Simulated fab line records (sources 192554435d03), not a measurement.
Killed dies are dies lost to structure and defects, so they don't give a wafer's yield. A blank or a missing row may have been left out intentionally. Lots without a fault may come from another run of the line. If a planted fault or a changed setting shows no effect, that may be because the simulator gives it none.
fab line records | flow n5_finfet | part 2 of 2: steps 5 to 6 of 6
record lots=20 | wafers=60 | last_day=18
route steps=1938 shown BEOL_M13@1672 BEOL_M14@1716 BEOL_M15@1790
lots that met no fault: from a run of the same line without faults
start_h: hours from the record's opening day to when the first of the lot's shown wafers began | wait_h: hours elapsed since this lot's preceding step | " unchanged from the row above | L1.1+2: a row that stands for several wafers | - no value present, or no start provided | * or withheld: withheld | < > ~ a bound
route shown NAME@n: NAME is a module with steps in the file, n the number in the route of the first one | usual: the fault-free wafers' mean and standard deviation | same: alike in all rows | chamber/n: place in a boat | sites: the reading at each site | _std_site: how widely they spread, as a standard deviation | _edge_site: outer sites' mean less inner sites' | radius_mm: for every site, how far away it sits from the centre of the wafer | mask NAME#n: copy n | behind: the most recent tool/chamber to have shaped the wafer | hold: cause of the lot's hold/its duration in hours/its outcome | device: names the non-switching transistor (n, p or np) | end of line: the same wafers' tests at the end of the route | a step without rows: its recipe alone | killed: dies lost to structure and defects at the first sort, not the wafer's yield | map: per-die view of a wafer (x killed, . not killed, _ where there is no die)
set.NAME: the setting as run; set.NAME@STEP: as run at that earlier step | model.NAME: the simulator's own value behind a step, which no gauge read
steps of the route over a sample of lots; a table a step, a row a wafer
services: when a tool's chamber went out of use (start_h, in hours from the record's first day, below 0 if earlier), for how many hours, and the reason
## steps
# step N5_BEOL_M14_ETCH_68
# recipe chemistry=N2/H2 | target=SOC | mask_material=SiARC | source_w=3000 | bias_w=350 | temp_c=40 | time_s=450 | ion_energy_ev=200 | pressure_mtorr=30 | n2_flow_sccm=200 | h2_flow_sccm=200
# usual drypump_motor_current_A=5.5/0.35 | oes_product_au=0.80/0.067 | rf_vpp_V=523.9/2.5 | showerhead_plenum_p_Torr=2.55/0.083 | throttle_valve_pct=17.7/0.32
lot.wafer | tool        | chamber | start_h | wait_h | drypump_motor_current_A | oes_product_au | rf_hours_counter_h | rf_vpp_V | showerhead_plenum_p_Torr | throttle_valve_pct
L074.2    | rie_diel-06 | 2       | 241.31  | 0.1    | 5.0                     | 0.81           | 111                | 521.7    | 2.46                     | 18.0
L074.3    | "           | 0       | "       | "      | 5.5                     | 0.71           | 216                | 523.3    | 2.52                     | 17.6
L074.4    | "           | 1       | "       | "      | 5.3                     | 0.74           | 156                | 521.0    | 2.44                     | 18.1
L075.1    | rie_diel-06 | 3       | 249.00  | 0.1    | 6.5                     | 0.70           | 226                | 526.2    | 2.62                     | 18.1
L075.2    | "           | 1       | "       | "      | 5.4                     | 0.73           | 159                | 521.7    | 2.44                     | 18.1
L075.3    | "           | 2       | "       | "      | 5.0                     | 0.80           | 113                | 520.6    | 2.45                     | 18.0
L076.1    | rie_diel-03 | 3       | 249.34  | 0.1    | 5.7                     | 0.91           | 26                 | 525.2    | 2.60                     | 18.0
L076.2    | "           | 2       | "       | "      | 5.7                     | 0.83           | 56                 | 527.8    | 2.69                     | 17.4
L076.5    | "           | 0       | "       | "      | 5.0                     | 0.83           | -                  | 522.5    | 2.47                     | 17.8
L077.3    | rie_diel-04 | 3       | 257.77  | 0.1    | 5.5                     | 0.85           | 63                 | 524.1    | 2.58                     | 17.3
L077.4    | "           | 1       | "       | "      | 5.7                     | 0.89           | 32                 | 525.7    | 2.59                     | 17.6
L077.6    | "           | 2       | "       | "      | 5.7                     | 0.82           | -                  | 524.2    | 2.58                     | 17.4
L078.4    | rie_diel-04 | 2       | 273.62  | 0.1    | 5.7                     | 0.80           | 80                 | 525.1    | 2.58                     | 17.4
L078.5    | "           | 2       | "       | "      | 5.7                     | 0.81           | -                  | 524.3    | 2.58                     | 17.4
L078.6    | "           | 3       | "       | "      | 5.5                     | 0.84           | -                  | 523.6    | 2.57                     | 17.3
L079.2    | rie_diel-06 | 0       | 276.88  | 0.1    | 5.5                     | 0.70           | 231                | 522.3    | 2.51                     | 17.7
L079.3    | "           | 1       | "       | "      | 5.4                     | 0.73           | 169                | 520.1    | 2.44                     | 18.1
L079.6    | "           | 1       | "       | "      | 5.3                     | 0.72           | -                  | 520.2    | 2.44                     | 18.1
L080.1    | rie_diel-04 | 2       | 285.76  | 0.1    | 5.7                     | 0.80           | 84                 | 524.6    | 2.58                     | 17.4
L080.3    | "           | 3       | "       | "      | 5.5                     | 0.84           | 72                 | 525.6    | 2.57                     | 17.3
L080.4    | "           | 1       | "       | "      | 5.7                     | 0.88           | 40                 | 524.9    | 2.59                     | 17.6
L082.2    | rie_diel-06 | 2       | 287.48  | 0.1    | 5.0                     | 0.79           | 127                | 521.1    | 2.45                     | 18.0
L082.4    | "           | 3       | "       | "      | 6.5                     | 0.68           | -                  | 525.7    | 2.61                     | 18.1
L082.5    | "           | 1       | "       | "      | 5.3                     | 0.73           | -                  | 520.3    | 2.44                     | 18.2
L081.1    | rie_diel-04 | 0       | 292.27  | 0.1    | 5.4                     | 0.78           | 103                | 526.2    | 2.68                     | 18.1
L081.2    | "           | 1       | "       | "      | 5.7                     | 0.87           | 43                 | 526.6    | 2.59                     | 17.6
L081.6    | "           | 0       | "       | "      | 5.4                     | 0.79           | -                  | 526.0    | 2.68                     | 18.1
L083.3    | rie_diel-04 | 1       | 303.23  | 0.1    | 5.7                     | 0.87           | 46                 | 525.9    | 2.59                     | 17.6
L083.4    | "           | 2       | "       | "      | 5.7                     | 0.80           | 90                 | 523.9    | 2.57                     | 17.4
L083.5    | "           | 1       | "       | "      | 5.7                     | 0.86           | -                  | 523.8    | 2.59                     | 17.6
L085.2    | rie_diel-03 | 2       | 308.84  | 0.1    | 5.7                     | 0.82           | 71                 | 528.1    | 2.68                     | 17.4
L085.4    | "           | 3       | "       | "      | 5.7                     | 0.88           | 46                 | 524.0    | 2.59                     | 18.1
L085.5    | "           | 1       | "       | "      | 5.5                     | 0.87           | -                  | 522.6    | 2.49                     | 17.5
L086.2    | rie_diel-06 | 1       | 326.08  | 0.1    | 5.3                     | 0.72           | 190                | 520.5    | 2.43                     | 18.2
L086.3    | "           | 2       | "       | "      | 5.0                     | 0.77           | 144                | 520.6    | 2.44                     | 18.0
L086.6    | "           | 1       | "       | "      | 5.3                     | 0.71           | -                  | 520.2    | 2.43                     | 18.2
L088.1    | rie_diel-04 | 2       | 341.52  | 0.1    | 5.6                     | 0.79           | 103                | 527.4    | 2.57                     | 17.4
L088.4    | "           | 0       | "       | "      | 5.4                     | 0.77           | 119                | 526.9    | 2.67                     | 18.1
L088.5    | "           | 3       | "       | "      | 5.5                     | 0.82           | -                  | 523.5    | 2.56                     | 17.3
L090.2    | rie_diel-03 | 2       | 341.81  | 0.1    | 5.7                     | 0.81           | 85                 | 527.2    | 2.68                     | 17.4
L090.3    | "           | 0       | "       | "      | 5.1                     | 0.80           | 103                | 521.1    | 2.46                     | 17.8
L090.5    | "           | 1       | "       | "      | 5.6                     | 0.88           | -                  | 522.2    | 2.48                     | 17.5
L087.2    | rie_diel-03 | 1       | 342.86  | 0.1    | 5.5                     | 0.86           | 39                 | 522.2    | 2.48                     | 17.5
L087.3    | "           | 0       | "       | "      | 5.1                     | 0.79           | 104                | 521.4    | 2.46                     | 17.8
L087.5    | "           | 1       | "       | "      | 5.5                     | 0.87           | -                  | 521.7    | 2.48                     | 17.5
L091.1    | rie_diel-06 | 3       | 345.66  | 0.1    | 6.5                     | 0.96           | 7                  | 526.5    | 2.60                     | 17.7
L091.4    | "           | 1       | "       | "      | 5.3                     | 0.70           | -                  | 519.4    | 2.43                     | 18.2
L091.5    | "           | 2       | "       | "      | 5.0                     | 0.77           | -                  | 521.2    | 2.44                     | 18.1
L089.2    | rie_diel-03 | 2       | 353.24  | 0.1    | 5.7                     | 0.80           | 88                 | 527.3    | 2.68                     | 17.4
L089.3    | "           | 3       | "       | "      | 5.7                     | 0.88           | 55                 | 524.2    | 2.59                     | 18.1
L089.6    | "           | 1       | "       | "      | 5.6                     | 0.87           | -                  | 523.5    | 2.48                     | 17.5
L093.3    | rie_diel-06 | 3       | 371.96  | 0.1    | 6.5                     | 0.92           | 17                 | 526.3    | 2.60                     | 17.7
L093.5    | "           | 3       | "       | "      | 6.5                     | 0.92           | -                  | 525.4    | 2.60                     | 17.8
L093.6    | "           | 0       | "       | "      | 5.5                     | 0.69           | -                  | 523.1    | 2.50                     | 17.7
L095.2    | rie_diel-03 | 1       | 392.77  | 0.1    | 5.6                     | 0.83           | 55                 | 522.5    | 2.48                     | 17.5
L095.4    | "           | 3       | "       | "      | 5.7                     | 0.85           | 69                 | 524.0    | 2.58                     | 18.1
L095.6    | "           | 2       | "       | "      | 5.7                     | 0.79           | -                  | 526.9    | 2.67                     | 17.5
L097.2    | rie_diel-06 | 2       | 405.58  | 0.1    | 5.0                     | 0.74           | 175                | 520.9    | 2.43                     | 18.1
L097.4    | "           | 3       | "       | "      | 6.5                     | 0.89           | 30                 | 524.5    | 2.59                     | 17.8
L097.5    | "           | 1       | "       | "      | 5.3                     | 0.69           | -                  | 519.1    | 2.42                     | 18.2
# step N5_BEOL_M15_STRIP_64
# recipe chemistry=O2 | power_w=600 | temp_c=60 | pressure_mtorr=30 | rf_frequency_hz=6e+07 | bias_power_w=0 | overash_fraction=0.3 | o2_flow_sccm=225
# usual drypump_motor_current_A=5.9/0.35 | oes_product_au=0.80/0.084 | rf_vpp_V=3.7/0.5 | showerhead_plenum_p_Torr=2.10/0.04 | throttle_valve_pct=16.66/0.24
lot.wafer | tool        | chamber | start_h | wait_h | drypump_motor_current_A | oes_product_au | rf_hours_counter_h | rf_vpp_V | showerhead_plenum_p_Torr | throttle_valve_pct
L074.2    | rie_diel-01 | 2       | -       | -      | 5.5                     | 0.65           | 237                | 3.4      | 2.16                     | 17.07
L074.3    | "           | 0       | "       | "      | 6.3                     | 0.95           | 11                 | 4.0      | 2.15                     | 16.22
L074.4    | "           | 2       | "       | "      | 5.5                     | 0.66           | -                  | 3.4      | 2.16                     | 17.07
L075.1    | rie_diel-02 | 1       | -       | -      | 6.3                     | 0.73           | 197                | 3.4      | 2.07                     | 16.95
L075.2    | "           | 2       | "       | "      | 6.3                     | 0.91           | 30                 | 3.7      | 2.13                     | 16.66
L075.3    | "           | 3       | "       | "      | 5.7                     | 0.72           | 169                | 3.5      | 2.09                     | 16.48
L076.1    | rie_diel-02 | 1       | -       | -      | 6.3                     | 0.72           | 198                | 3.6      | 2.07                     | 16.93
L076.2    | "           | 3       | "       | "      | 5.7                     | 0.72           | 170                | 3.1      | 2.09                     | 16.49
L076.5    | "           | 3       | "       | "      | 5.7                     | 0.72           | -                  | 3.2      | 2.09                     | 16.50
L077.3    | rie_diel-05 | 2       | -       | -      | 5.5                     | 0.79           | 86                 | 4.1      | 2.12                     | 16.63
L077.4    | "           | 0       | "       | "      | 6.1                     | 0.85           | 66                 | 2.9      | 2.13                     | 16.81
L077.6    | "           | 0       | "       | "      | 6.1                     | 0.85           | -                  | 3.5      | 2.13                     | 16.82
L078.4    | rie_diel-05 | 0       | -       | -      | 6.1                     | 0.83           | 71                 | 3.1      | 2.13                     | 16.81
L078.5    | "           | 2       | "       | "      | 5.5                     | 0.79           | -                  | 3.4      | 2.12                     | 16.64
L078.6    | "           | 1       | "       | "      | 5.9                     | 0.84           | -                  | 3.0      | 2.12                     | 16.34
L079.2    | rie_diel-02 | 3       | -       | -      | 5.7                     | 0.71           | 177                | 4.4      | 2.09                     | 16.49
L079.3    | "           | 2       | "       | "      | 6.3                     | 0.89           | 38                 | 4.3      | 2.13                     | 16.67
L079.6    | "           | 3       | "       | "      | 5.7                     | 0.71           | -                  | 3.9      | 2.09                     | 16.50
L080.1    | rie_diel-01 | 2       | -       | -      | 5.5                     | 0.66           | 250                | 3.6      | 2.15                     | 17.08
L080.3    | "           | 1       | "       | "      | 5.9                     | 0.94           | 12                 | 3.6      | 2.05                     | 16.34
L080.4    | "           | 3       | "       | "      | 5.8                     | 0.76           | 150                | 3.4      | 2.01                     | 16.94
L082.2    | rie_diel-02 | 1       | -       | -      | 6.4                     | 0.71           | 210                | 3.3      | 2.07                     | 16.93
L082.4    | "           | 3       | "       | "      | 5.6                     | 0.71           | 180                | 3.6      | 2.09                     | 16.51
L082.5    | "           | 0       | "       | "      | 5.4                     | 0.77           | -                  | 2.8      | 2.10                     | 16.62
L081.1    | rie_diel-05 | 3       | -       | -      | 6.0                     | 0.98           | 0                  | 3.3      | 2.16                     | 16.32
L081.2    | "           | 1       | "       | "      | 5.9                     | 0.84           | 72                 | 4.3      | 2.12                     | 16.33
L081.6    | "           | 1       | "       | "      | 5.9                     | 0.84           | -                  | 3.5      | 2.12                     | 16.35
L083.3    | rie_diel-05 | 3       | -       | -      | 6.0                     | 0.94           | 3                  | 3.6      | 2.15                     | 16.32
L083.4    | "           | 0       | "       | "      | 6.1                     | 0.82           | 82                 | 3.7      | 2.13                     | 16.84
L083.5    | "           | 3       | "       | "      | 6.0                     | 0.94           | -                  | 3.6      | 2.15                     | 16.31
L085.2    | rie_diel-02 | 3       | -       | -      | 5.6                     | 0.70           | 187                | 3.1      | 2.09                     | 16.53
L085.4    | "           | 0       | "       | "      | 5.4                     | 0.76           | 122                | 4.1      | 2.10                     | 16.63
L085.5    | "           | 1       | "       | "      | 6.3                     | 0.71           | -                  | 4.1      | 2.07                     | 16.97
L086.2    | rie_diel-01 | 3       | -       | -      | 5.8                     | 0.75           | 163                | 4.4      | 2.00                     | 16.96
L086.3    | "           | 1       | "       | "      | 5.9                     | 0.91           | 25                 | 3.3      | 2.05                     | 16.35
L086.6    | "           | 2       | "       | "      | 5.5                     | 0.97           | -                  | 3.2      | 2.15                     | 16.61
L088.1    | rie_diel-02 | 2       | -       | -      | 6.3                     | 0.86           | 57                 | 3.3      | 2.12                     | 16.74
L088.4    | "           | 1       | "       | "      | 6.3                     | 0.70           | 225                | 5.0      | 2.06                     | 16.97
L088.5    | "           | 1       | "       | "      | 6.4                     | 0.70           | -                  | 3.7      | 2.06                     | 16.99
L090.2    | rie_diel-05 | 3       | -       | -      | 6.0                     | 0.90           | 14                 | 3.1      | 2.15                     | 16.36
L090.3    | "           | 0       | "       | "      | 6.1                     | 0.82           | 92                 | 3.8      | 2.12                     | 16.86
L090.5    | "           | 3       | "       | "      | 6.0                     | 0.91           | -                  | 4.0      | 2.15                     | 16.35
L087.2    | rie_diel-01 | 1       | -       | -      | 5.9                     | 0.90           | 30                 | 3.3      | 2.04                     | 16.36
L087.3    | "           | 2       | "       | "      | 5.5                     | 0.95           | 11                 | 3.9      | 2.15                     | 16.62
L087.5    | "           | 3       | "       | "      | 5.8                     | 0.75           | -                  | 5.1      | 2.00                     | 16.98
L091.1    | rie_diel-02 | 2       | -       | -      | 6.3                     | 0.87           | 58                 | 3.3      | 2.12                     | 16.73
L091.4    | "           | 0       | "       | "      | 5.5                     | 0.76           | 131                | 4.3      | 2.09                     | 16.65
L091.5    | "           | 2       | "       | "      | 6.3                     | 0.86           | -                  | 3.4      | 2.12                     | 16.74
L089.2    | rie_diel-02 | 1       | -       | -      | 6.3                     | 0.70           | 229                | 3.2      | 2.06                     | 16.99
L089.3    | "           | 2       | "       | "      | 6.3                     | 0.86           | 62                 | 3.6      | 2.12                     | 16.73
L089.6    | "           | 2       | "       | "      | 6.3                     | 0.86           | -                  | 4.1      | 2.12                     | 16.72
L093.3    | rie_diel-01 | 2       | -       | -      | 5.5                     | 0.93           | 20                 | 3.6      | 2.15                     | 16.62
L093.5    | "           | 0       | "       | "      | 6.4                     | 0.88           | -                  | 3.2      | 2.13                     | 16.28
L093.6    | "           | 3       | "       | "      | 5.8                     | 0.74           | -                  | 2.7      | 2.00                     | 17.00
L095.2    | rie_diel-02 | 2       | -       | -      | 6.3                     | 0.85           | 75                 | 3.2      | 2.12                     | 16.74
L095.4    | "           | 0       | "       | "      | 5.4                     | 0.74           | -                  | 3.3      | 2.09                     | 16.70
L095.6    | "           | 1       | "       | "      | 6.4                     | 0.69           | -                  | 4.1      | 2.06                     | 17.03
L097.2    | rie_diel-05 | 2       | -       | -      | 5.5                     | 0.75           | 126                | 3.4      | 2.11                     | 16.70
L097.4    | "           | 1       | "       | "      | 5.9                     | 0.80           | 99                 | 4.4      | 2.11                     | 16.41
L097.5    | "           | 1       | "       | "      | 5.9                     | 0.80           | -                  | 2.8      | 2.11                     | 16.38
## services
tool        | chamber | start_h | hours | kind
rie_diel-05 | 1       | 210.89  | 6.7   | repair
rie_diel-06 | 3       | 226.21  | 11.0  | repair
pecvd-04    | 0       | 254.36  | 4.9   | repair
rie_diel-02 | -       | 275.29  | 0.6   | repair
rie_diel-03 | 2       | 276.78  | 12.1  | repair
rie_diel-02 | -       | 303.01  | 0.5   | repair
rie_diel-01 | 0       | 311.36  | 5.4   | repair
rie_diel-03 | 1       | 329.69  | 7.5   | repair
rie_diel-03 | 3       | 332.74  | 11.1  | repair
rie_diel-01 | -       | 338.55  | 0.3   | repair
rie_diel-06 | 0       | 338.64  | 15.8  | repair
rie_diel-03 | -       | 344.70  | 2.8   | pm
rie_diel-02 | 2       | 361.69  | 4.1   | repair
rie_diel-03 | 2       | 362.19  | 4.5   | repair
rie_diel-04 | 1       | 374.84  | 12.1  | repair
rie_diel-05 | -       | 374.94  | 0.4   | repair
rie_diel-02 | 3       | 376.49  | 1.6   | repair
rie_diel-01 | 1       | 377.45  | 5.0   | repair
rie_diel-01 | 3       | 382.03  | 6.1   | repair
rie_diel-05 | -       | 385.19  | 14.6  | pm
rie_diel-02 | 3       | 395.22  | 12.3  | repair
rie_diel-01 | 2       | 400.15  | 2.8   | repair
rie_diel-01 | -       | 402.16  | 1.0   | repair
rie_diel-03 | 0       | 407.62  | 12.5  | repair
